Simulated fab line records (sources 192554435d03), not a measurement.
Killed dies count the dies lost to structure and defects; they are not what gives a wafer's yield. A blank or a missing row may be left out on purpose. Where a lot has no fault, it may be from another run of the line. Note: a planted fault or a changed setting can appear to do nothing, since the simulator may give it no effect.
Which tool is to blame? | flow n5 finfet | Sampling: 12 lots, 36 wafers, 2 of 1938 route steps

== WHAT THE GAUGES READ, wafer by wafer ==
N5_BEOL_M4_OCD_MEAS_38.
lot  | measured     | on     | trench depth nm (nm)
L076 | day 7 21:32  | ocd-02 | 53.9 56.6 56.4
L077 | day 8 04:59  | ocd-02 | 56.1 56.1 54.9
L079 | day 8 23:16  | ocd-02 | 54.5 55.7 54.5
L081 | day 9 07:29  | ocd-01 | 56.2 54.0 55.9
L083 | day 9 21:07  | ocd-02 | 55.1 55.4 54.2
L085 | day 10 13:39 | ocd-01 | 54.6 54.7 55.8
L087 | day 10 21:57 | ocd-02 | 59.0 56.8 56.4
L089 | day 11 08:58 | ocd-01 | 55.6 53.7 54.9
L091 | day 12 01:03 | ocd-02 | 54.2 55.9 58.5
L094 | day 12 11:34 | ocd-02 | 56.0 57.1 55.4
L095 | day 13 00:52 | ocd-01 | 54.6 55.4 57.9
L097 | day 13 18:08 | ocd-02 | 53.8 53.8 58.1

== WHAT TOOL EACH LOT RAN ON (gives the tool, then ch and the chambers of the sampled wafers, and finally the start) ==
lot  | N5_BEOL_M4_STRIP_97
L076 | rie diel-01 ch 1,2,3, day 7 21:32 or earlier
L077 | rie diel-05 ch 1,2,3, day 8 04:59 or earlier
L079 | rie diel-02 ch 0,1,3, day 8 23:16 or earlier
L081 | rie diel-05 ch 0,2,3, day 9 07:29 or earlier
L083 | rie diel-05 ch 0,2,3, day 9 21:07 or earlier
L085 | rie diel-02 ch 1,2, day 10 13:39 or earlier
L087 | rie diel-01 ch 2,3, day 10 21:57 or earlier
L089 | rie diel-05 ch 0,2,3, day 11 08:58 or earlier
L091 | rie diel-01 ch 1,2,3, day 12 01:03 or earlier
L094 | rie diel-05 ch 1,2,3, day 12 11:34 or earlier
L095 | rie diel-01 ch 1,2,3, day 13 00:52 or earlier
L097 | rie diel-01 ch 1,2, day 13 18:08 or earlier
- N5_BEOL_M4_STRIP_97: strips in N2/H2, time 10 s.

== THE ANSWER, worked out from the rows above alone ==
Rule: what is usual is taken from the lots themselves. The widest of any qualifying gaps counts: lots, ordered by their means at a reading, are off when they make up no more than a third of the lots, leave a main group of 4 or more, and stand apart from it by 3 or more times the standard deviation of that group's means. A main group is skipped when, at the precision printed for the reading in the tables above, its means are all equal. A lot without any number at a reading at which 4 lots or more have one is off too. All remaining lots with rows at the step are treated as sound.
Across all readings shown, no lot is off: no conclusion can be drawn from this.

== WHAT WAS PUT IN BY THE SIMULATOR ==
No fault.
